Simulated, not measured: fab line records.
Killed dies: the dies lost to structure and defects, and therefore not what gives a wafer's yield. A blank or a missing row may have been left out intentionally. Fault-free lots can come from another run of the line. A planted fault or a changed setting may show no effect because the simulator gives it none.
Which tool did it? :: flow n5Finfet :: 8 lots with 24 wafers sampled at 6 steps, on a route of 1938 steps

## WHAT EACH GAUGE READ, for each wafer
N5_SD_ACTIVATION_RS_MEAS_03: uses a four-point probe to measure. Usual: RS_SD_N 21.8 ohm/sq, standard deviation 0.31; RS_SD_P 56.1 ohm/sq, standard deviation 0.83.
lot: L286
measured: day 5 00:35
on: filmMetro-02
RS_SD_N (ohm/sq): 21.8 22.3 22.2
RS_SD_P (ohm/sq): 56.6 56.7 55.8
flag: 

lot: L288
measured: day 5 11:41
on: filmMetro-02
RS_SD_N (ohm/sq): 22.4 22.5 22.6
RS_SD_P (ohm/sq): 56.2 56.8 56.8
flag: 

lot: L290
measured: day 5 22:37
on: filmMetro-02
RS_SD_N (ohm/sq): 21.6 21.7 22.0
RS_SD_P (ohm/sq): 56.5 56.2 55.6
flag: 

lot: L294
measured: day 6 21:13
on: filmMetro-02
RS_SD_N (ohm/sq): 25.1 25.4 25.8
RS_SD_P (ohm/sq): 56.3 57.0 57.1
flag: OFF

lot: L296
measured: day 7 09:49
on: filmMetro-01
RS_SD_N (ohm/sq): 24.9 24.8 25.0
RS_SD_P (ohm/sq): 57.4 58.5 56.8
flag: OFF

lot: L299
measured: day 8 04:35
on: filmMetro-02
RS_SD_N (ohm/sq): 21.5 22.0 21.8
RS_SD_P (ohm/sq): 55.0 55.8 55.7
flag: 

lot: L301
measured: day 8 22:10
on: filmMetro-01
RS_SD_N (ohm/sq): 21.7 21.4 21.7
RS_SD_P (ohm/sq): 56.3 55.7 57.0
flag: 

lot: L303
measured: day 9 11:10
on: filmMetro-02
RS_SD_N (ohm/sq): 21.9 21.8 21.9
RS_SD_P (ohm/sq): 57.2 56.8 57.5
flag: 

N5_BEOL_M4_RC_MEAS_101. Usual: DIBL_N 36.6 mV/V, standard deviation 1.3; DIBL_P 36.4 mV/V, standard deviation 1.4; IOFF_N 0.167 nA/um, standard deviation 0.023; IOFF_P 0.219 nA/um, standard deviation 0.029; ION_N 678 uA/um, standard deviation 8.7; ION_P 464 uA/um, standard deviation 6.4; RC_DENSE_N 19.0 ohm.um, standard deviation 0.39; RC_N 15.5 ohm.um, standard deviation 0.3; REXT_N 75.4 ohm.um, standard deviation 1.4; RS_SD_N 28.3 ohm/sq, standard deviation 0.41; SS_N 71.5 mV/dec, standard deviation 0.53; SS_P 73.4 mV/dec, standard deviation 0.57; VT_N 248.5 mV, standard deviation 2.8; VT_P -249 mV, standard deviation 3.1.
lot: L286
measured: day 10 10:31
on: prober-02
DIBL_N (mV/V): 39.2 37.6 38.4
DIBL_P (mV/V): 38.2 36.8 37.3
IOFF_N (nA/um): 0.191 0.175 0.176
IOFF_P (nA/um): 0.240 0.219 0.224
ION_N (uA/um): 684 681 684
ION_P (uA/um): 465 464 466
RC_DENSE_N (ohm.um): 18.5 19.0 18.9
RC_N (ohm.um): 15.2 15.6 15.4
REXT_N (ohm.um): 73.5 73.3 75.1
RS_SD_N (ohm/sq): 28.8 28.6 28.8
SS_N (mV/dec): 72.3 72.0 72.6
SS_P (mV/dec): 73.7 72.9 73.1
VT_N (mV): 248.0 247.0 248.2
VT_P (mV): -246 -248 -246
flag: 

lot: L288
measured: day 11 14:48
on: prober-02
DIBL_N (mV/V): 35.0 37.0 37.8
DIBL_P (mV/V): 34.1 36.9 37.1
IOFF_N (nA/um): 0.133 0.166 0.169
IOFF_P (nA/um): 0.192 0.239 0.238
ION_N (uA/um): 666 681 669
ION_P (uA/um): 462 471 459
RC_DENSE_N (ohm.um): 18.9 19.0 19.1
RC_N (ohm.um): 15.3 15.4 15.4
REXT_N (ohm.um): 79.0 78.7 78.1
RS_SD_N (ohm/sq): 28.8 29.0 28.9
SS_N (mV/dec): 70.6 71.8 71.9
SS_P (mV/dec): 72.9 73.5 73.4
VT_N (mV): 252.4 247.1 250.5
VT_P (mV): -249 -247 -246
flag: 

lot: L290
measured: day 12 19:20
on: prober-01
DIBL_N (mV/V): 34.9 36.6 34.6
DIBL_P (mV/V): 34.7 36.5 34.2
IOFF_N (nA/um): 0.144 0.170 0.131
IOFF_P (nA/um): 0.182 0.208 0.178
ION_N (uA/um): 674 669 665
ION_P (uA/um): 460 458 461
RC_DENSE_N (ohm.um): 19.1 19.2 18.8
RC_N (ohm.um): 15.7 15.8 15.3
REXT_N (ohm.um): 76.6 77.1 77.0
RS_SD_N (ohm/sq): 28.3 27.8 28.0
SS_N (mV/dec): 71.2 71.6 70.7
SS_P (mV/dec): 72.9 73.3 72.7
VT_N (mV): 250.8 247.6 249.1
VT_P (mV): -253 -249 -251
flag: 

lot: L294
measured: day 13 20:31
on: prober-01
DIBL_N (mV/V): 34.6 35.4 36.3
DIBL_P (mV/V): 34.4 36.8 36.4
IOFF_N (nA/um): 0.140 0.156 0.166
IOFF_P (nA/um): 0.195 0.227 0.221
ION_N (uA/um): 654 668 663
ION_P (uA/um): 454 461 459
RC_DENSE_N (ohm.um): 22.3 22.2 21.6
RC_N (ohm.um): 17.9 18.1 17.4
REXT_N (ohm.um): 80.7 80.4 80.5
RS_SD_N (ohm/sq): 32.3 32.5 32.9
SS_N (mV/dec): 71.7 70.2 71.1
SS_P (mV/dec): 73.3 73.5 73.3
VT_N (mV): 250.5 249.6 247.5
VT_P (mV): -251 -247 -246
flag: OFF

lot: L296
measured: day 14 05:10
on: prober-01
DIBL_N (mV/V): 36.5 36.5 35.1
DIBL_P (mV/V): 35.2 37.2 35.1
IOFF_N (nA/um): 0.148 0.155 0.131
IOFF_P (nA/um): 0.167 0.193 0.169
ION_N (uA/um): 668 667 658
ION_P (uA/um): 447 460 453
RC_DENSE_N (ohm.um): 22.0 21.8 22.0
RC_N (ohm.um): 17.9 17.7 17.9
REXT_N (ohm.um): 81.0 81.6 81.5
RS_SD_N (ohm/sq): 31.3 31.5 31.4
SS_N (mV/dec): 72.2 71.6 71.5
SS_P (mV/dec): 73.0 73.3 72.5
VT_N (mV): 250.7 248.3 252.0
VT_P (mV): -255 -255 -252
flag: OFF

lot: L299
measured: day 14 18:17
on: prober-01
DIBL_N (mV/V): 36.4 37.5 37.3
DIBL_P (mV/V): 36.8 38.0 37.8
IOFF_N (nA/um): 0.165 0.173 0.172
IOFF_P (nA/um): 0.212 0.237 0.228
ION_N (uA/um): 667 670 668
ION_P (uA/um): 458 463 461
RC_DENSE_N (ohm.um): 19.6 18.9 19.4
RC_N (ohm.um): 15.8 15.5 15.9
REXT_N (ohm.um): 75.7 75.3 76.0
RS_SD_N (ohm/sq): 28.0 28.6 28.2
SS_N (mV/dec): 71.5 71.5 71.3
SS_P (mV/dec): 73.0 73.5 73.2
VT_N (mV): 246.2 247.3 247.1
VT_P (mV): -250 -248 -251
flag: 

lot: L301
measured: day 15 15:37
on: prober-01
DIBL_N (mV/V): 37.1 37.7 36.9
DIBL_P (mV/V): 39.1 38.4 38.3
IOFF_N (nA/um): 0.171 0.176 0.168
IOFF_P (nA/um): 0.247 0.233 0.222
ION_N (uA/um): 674 675 678
ION_P (uA/um): 463 465 466
RC_DENSE_N (ohm.um): 18.7 18.9 19.2
RC_N (ohm.um): 15.1 15.3 15.5
REXT_N (ohm.um): 75.9 74.5 74.7
RS_SD_N (ohm/sq): 27.8 27.9 28.2
SS_N (mV/dec): 72.1 72.4 71.7
SS_P (mV/dec): 73.3 73.7 73.8
VT_N (mV): 249.8 250.0 252.3
VT_P (mV): -248 -248 -251
flag: 

lot: L303
measured: day 15 15:25
on: prober-02
DIBL_N (mV/V): 36.2 36.1 35.8
DIBL_P (mV/V): 37.2 36.6 36.3
IOFF_N (nA/um): 0.160 0.153 0.151
IOFF_P (nA/um): 0.197 0.182 0.179
ION_N (uA/um): 679 676 679
ION_P (uA/um): 461 457 460
RC_DENSE_N (ohm.um): 18.8 18.8 18.5
RC_N (ohm.um): 15.4 15.4 15.0
REXT_N (ohm.um): 76.2 75.9 75.7
RS_SD_N (ohm/sq): 28.0 28.3 28.4
SS_N (mV/dec): 71.8 71.3 70.9
SS_P (mV/dec): 72.2 72.6 72.6
VT_N (mV): 248.6 251.2 250.6
VT_P (mV): -252 -250 -252
flag: 

## WHICH TOOL RAN EACH LOT (tool, then ch and the chambers of the sampled wafers, then the start)
lot: L286
N5_SD_EPI_N_ETCHBACK_44: rieDiel-01 ch 1,2,3, day 4 15:19
N5_SD_EPI_N_ETCH_16: rieDiel-01 ch 1,2,3, day 4 15:31
N5_SD_EPI_P_STRIP_40: plasmaAsher-01 ch 0,1, day 4 20:26
N5_SD_ACTIVATION_LSA_01: laserAnneal-01 ch 0, day 5 00:23

lot: L288
N5_SD_EPI_N_ETCHBACK_44: rieDiel-01 ch 0,1,2, day 5 01:46
N5_SD_EPI_N_ETCH_16: rieDiel-01 ch 0,1,2, day 5 01:58
N5_SD_EPI_P_STRIP_40: plasmaAsher-01 ch 0,1, day 5 08:22
N5_SD_ACTIVATION_LSA_01: laserAnneal-01 ch 0, day 5 11:30

lot: L290
N5_SD_EPI_N_ETCHBACK_44: rieDiel-05 ch 0,1,2, day 5 12:46
N5_SD_EPI_N_ETCH_16: rieDiel-05 ch 0,1,2, day 5 12:58
N5_SD_EPI_P_STRIP_40: plasmaAsher-01 ch 0,1, day 5 19:16
N5_SD_ACTIVATION_LSA_01: laserAnneal-01 ch 0, day 5 22:26

lot: L294
N5_SD_EPI_N_ETCHBACK_44: rieDiel-04 ch 0,1,2, day 6 12:59
N5_SD_EPI_N_ETCH_16: rieDiel-04 ch 0,1,2, day 6 13:11
N5_SD_EPI_P_STRIP_40: plasmaAsher-01 ch 0,1, day 6 17:53
N5_SD_ACTIVATION_LSA_01: laserAnneal-01 ch 0, day 6 20:59

lot: L296
N5_SD_EPI_N_ETCHBACK_44: rieDiel-04 ch 0,2,3, day 7 01:34
N5_SD_EPI_N_ETCH_16: rieDiel-04 ch 0,2,3, day 7 01:46
N5_SD_EPI_P_STRIP_40: plasmaAsher-01 ch 0, day 7 06:25
N5_SD_ACTIVATION_LSA_01: laserAnneal-01 ch 0, day 7 09:36

lot: L299
N5_SD_EPI_N_ETCHBACK_44: rieDiel-04 ch 1,2,3, day 7 20:13
N5_SD_EPI_N_ETCH_16: rieDiel-04 ch 1,2,3, day 7 20:25
N5_SD_EPI_P_STRIP_40: plasmaAsher-01 ch 0,1, day 8 01:15
N5_SD_ACTIVATION_LSA_01: laserAnneal-02 ch 0, day 8 04:25

lot: L301
N5_SD_EPI_N_ETCHBACK_44: rieDiel-05 ch 0,2,3, day 8 11:44
N5_SD_EPI_N_ETCH_16: rieDiel-05 ch 0,2,3, day 8 11:54
N5_SD_EPI_P_STRIP_40: plasmaAsher-02 ch 0,1, day 8 18:47
N5_SD_ACTIVATION_LSA_01: laserAnneal-02 ch 0, day 8 21:59

lot: L303
N5_SD_EPI_N_ETCHBACK_44: rieDiel-05 ch 0,1,3, day 8 18:08
N5_SD_EPI_N_ETCH_16: rieDiel-05 ch 0,1,3, day 8 18:20
N5_SD_EPI_P_STRIP_40: plasmaAsher-01 ch 0,1, day 9 07:00
N5_SD_ACTIVATION_LSA_01: laserAnneal-02 ch 0, day 9 10:58
- N5_SD_EPI_N_ETCHBACK_44: etches SiNx in CH3F/O2, stops on SiO2, target depth 14.5 nm.
- N5_SD_EPI_N_ETCH_16: etches SiO2 in CHF3/O2, target depth 5 nm.
- N5_SD_EPI_P_STRIP_40: strips in N2/H2.
- N5_SD_ACTIVATION_LSA_01: time 0.0008 s.

## WHAT THE TOOLS THEMSELVES READ (means of the sampled wafers that have a number; where no wafer has one, the mark that the record gives instead)
N5_SD_EPI_N_ETCHBACK_44. Usual: drypumpMotorCurrentA 5.9 A, standard deviation 0.47; oesProductAu 0.67 a.u., standard deviation 0.063; rfVppV 298.1 V, standard deviation 2.9; showerheadPlenumPTorr 2.02 Torr, standard deviation 0.051; throttleValvePct 16.45 %, standard deviation 0.16.
lot: L286
tool: rieDiel-01
drypumpMotorCurrentA (A): 5.3
oesProductAu (a.u.): 0.65
rfVppV (V): 298.5
showerheadPlenumPTorr (Torr): 2.03
throttleValvePct (%): 16.46
flag: 

lot: L288
tool: rieDiel-01
drypumpMotorCurrentA (A): 5.7
oesProductAu (a.u.): 0.69
rfVppV (V): 299.8
showerheadPlenumPTorr (Torr): 2.01
throttleValvePct (%): 16.34
flag: 

lot: L290
tool: rieDiel-05
drypumpMotorCurrentA (A): 6.1
oesProductAu (a.u.): 0.68
rfVppV (V): 298.6
showerheadPlenumPTorr (Torr): 2.07
throttleValvePct (%): 16.40
flag: 

lot: L294
tool: rieDiel-04
drypumpMotorCurrentA (A): 6.0
oesProductAu (a.u.): 0.60
rfVppV (V): 297.6
showerheadPlenumPTorr (Torr): 2.01
throttleValvePct (%): 16.57
flag: 

lot: L296
tool: rieDiel-04
drypumpMotorCurrentA (A): 5.7
oesProductAu (a.u.): 0.68
rfVppV (V): 298.9
showerheadPlenumPTorr (Torr): 2.03
throttleValvePct (%): 16.46
flag: 

lot: L299
tool: rieDiel-04
drypumpMotorCurrentA (A): 5.8
oesProductAu (a.u.): 0.66
rfVppV (V): 297.9
showerheadPlenumPTorr (Torr): 2.00
throttleValvePct (%): 16.48
flag: 

lot: L301
tool: rieDiel-05
drypumpMotorCurrentA (A): 5.9
oesProductAu (a.u.): 0.67
rfVppV (V): 297.7
showerheadPlenumPTorr (Torr): 2.04
throttleValvePct (%): 16.54
flag: 

lot: L303
tool: rieDiel-05
drypumpMotorCurrentA (A): 6.1
oesProductAu (a.u.): 0.69
rfVppV (V): 297.2
showerheadPlenumPTorr (Torr): 2.02
throttleValvePct (%): 16.39
flag: 

N5_SD_EPI_N_ETCH_16. Usual: drypumpMotorCurrentA 5.9 A, standard deviation 0.47; oesProductAu 0.78 a.u., standard deviation 0.077; rfVppV 525 V, standard deviation 5.2; showerheadPlenumPTorr 2.44 Torr, standard deviation 0.058; throttleValvePct 19.01 %, standard deviation 0.15.
lot: L286
tool: rieDiel-01
drypumpMotorCurrentA (A): 5.3
oesProductAu (a.u.): 0.77
rfVppV (V): 525
showerheadPlenumPTorr (Torr): 2.45
throttleValvePct (%): 18.99
flag: 

lot: L288
tool: rieDiel-01
drypumpMotorCurrentA (A): 5.7
oesProductAu (a.u.): 0.80
rfVppV (V): 528
showerheadPlenumPTorr (Torr): 2.42
throttleValvePct (%): 18.89
flag: 

lot: L290
tool: rieDiel-05
drypumpMotorCurrentA (A): 6.1
oesProductAu (a.u.): 0.79
rfVppV (V): 524
showerheadPlenumPTorr (Torr): 2.49
throttleValvePct (%): 18.96
flag: 

lot: L294
tool: rieDiel-04
drypumpMotorCurrentA (A): 6.0
oesProductAu (a.u.): 0.69
rfVppV (V): 526
showerheadPlenumPTorr (Torr): 2.42
throttleValvePct (%): 19.12
flag: 

lot: L296
tool: rieDiel-04
drypumpMotorCurrentA (A): 5.8
oesProductAu (a.u.): 0.78
rfVppV (V): 527
showerheadPlenumPTorr (Torr): 2.45
throttleValvePct (%): 19.00
flag: 

lot: L299
tool: rieDiel-04
drypumpMotorCurrentA (A): 5.7
oesProductAu (a.u.): 0.77
rfVppV (V): 525
showerheadPlenumPTorr (Torr): 2.42
throttleValvePct (%): 19.03
flag: 

lot: L301
tool: rieDiel-05
drypumpMotorCurrentA (A): 5.9
oesProductAu (a.u.): 0.79
rfVppV (V): 525
showerheadPlenumPTorr (Torr): 2.45
throttleValvePct (%): 19.11
flag: 

lot: L303
tool: rieDiel-05
drypumpMotorCurrentA (A): 6.1
oesProductAu (a.u.): 0.81
rfVppV (V): 523
showerheadPlenumPTorr (Torr): 2.43
throttleValvePct (%): 18.96
flag: 

N5_SD_EPI_P_STRIP_40. Usual: drypumpMotorCurrentA 5.75 A, standard deviation 0.099; heaterPowerW 344 W, standard deviation 22; oesProductAu 0.762 a.u., standard deviation 0.011.
lot: L286
tool: plasmaAsher-01
drypumpMotorCurrentA (A): 5.70
heaterPowerW (W): 355
oesProductAu (a.u.): 0.774
flag: 

lot: L288
tool: plasmaAsher-01
drypumpMotorCurrentA (A): 5.70
heaterPowerW (W): 349
oesProductAu (a.u.): 0.762
flag: 

lot: L290
tool: plasmaAsher-01
drypumpMotorCurrentA (A): 5.68
heaterPowerW (W): 357
oesProductAu (a.u.): 0.769
flag: 

lot: L294
tool: plasmaAsher-01
drypumpMotorCurrentA (A): 5.71
heaterPowerW (W): 350
oesProductAu (a.u.): 0.776
flag: 

lot: L296
tool: plasmaAsher-01
drypumpMotorCurrentA (A): 5.65
heaterPowerW (W): 362
oesProductAu (a.u.): 0.761
flag: 

lot: L299
tool: plasmaAsher-01
drypumpMotorCurrentA (A): 5.72
heaterPowerW (W): 351
oesProductAu (a.u.): 0.750
flag: 

lot: L301
tool: plasmaAsher-02
drypumpMotorCurrentA (A): 5.86
heaterPowerW (W): 344
oesProductAu (a.u.): 0.756
flag: 

lot: L303
tool: plasmaAsher-01
drypumpMotorCurrentA (A): 5.68
heaterPowerW (W): 363
oesProductAu (a.u.): 0.769
flag: 

N5_SD_ACTIVATION_LSA_01. Usual: wafer_temp_C_max 1086.7, standard deviation 2.5.
lot: L286
tool: laserAnneal-01
wafer_temp_C_max: 1089.5
flag: 

lot: L288
tool: laserAnneal-01
wafer_temp_C_max: 1088.8
flag: 

lot: L290
tool: laserAnneal-01
wafer_temp_C_max: 1089.4
flag: 

lot: L294
tool: laserAnneal-01
wafer_temp_C_max: 1056.0
flag: OFF

lot: L296
tool: laserAnneal-01
wafer_temp_C_max: 1054.9
flag: OFF

lot: L299
tool: laserAnneal-02
wafer_temp_C_max: 1084.4
flag: 

lot: L301
tool: laserAnneal-02
wafer_temp_C_max: 1084.7
flag: 

lot: L303
tool: laserAnneal-02
wafer_temp_C_max: 1084.8
flag: 

## THE ANSWER, worked out from the rows above alone
Rule: a lot is off if the mean of its wafers that have a number lies more than 3 standard deviations from the usual mean. Also off: a lot with no number at a reading for which 4 or more lots have one. Any other lot the step has rows for is counted as sound. Order of review: gauges by route order, followed by the tools' own readings, for which a lot's mean as printed above is used. At the first step where some lot is off, the reading lying furthest off is the one used; lots without a number count as furthest.
Off: L294, L296, at N5_SD_ACTIVATION_RS_MEAS_03 (RS_SD_N).
A tool fits if, at a process step before that reading, it ran every lot that is off, and no sound lot after the first of them. Not tried: the gauges at N5_SD_ACTIVATION_RS_MEAS_03; whatever is off there is also off at N5_BEOL_M4_RC_MEAS_101, on other tools, and gauge error can't account for it. One candidate fits, namely laserAnneal-01 at N5_SD_ACTIVATION_LSA_01. A fault onset in the window from L290 (day 5 22:26, its last sound lot) to L294 (day 6 20:59, its first lot off) fits.
The tool's own readings at N5_SD_ACTIVATION_LSA_01 bear it out: on the lots that are off they differ by more than 5 times the standard deviation of the sound lots' means. wafer_temp_C_max reads 1055.5 there against 1086.9 on the sound lots.

## WHAT THE SIMULATOR HAD PUT IN
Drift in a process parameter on laserAnneal-01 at N5_SD_ACTIVATION_LSA_01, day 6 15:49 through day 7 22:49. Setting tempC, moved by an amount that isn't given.
Shown lots that were struck: L294, L296. This agrees with what the rule above found.
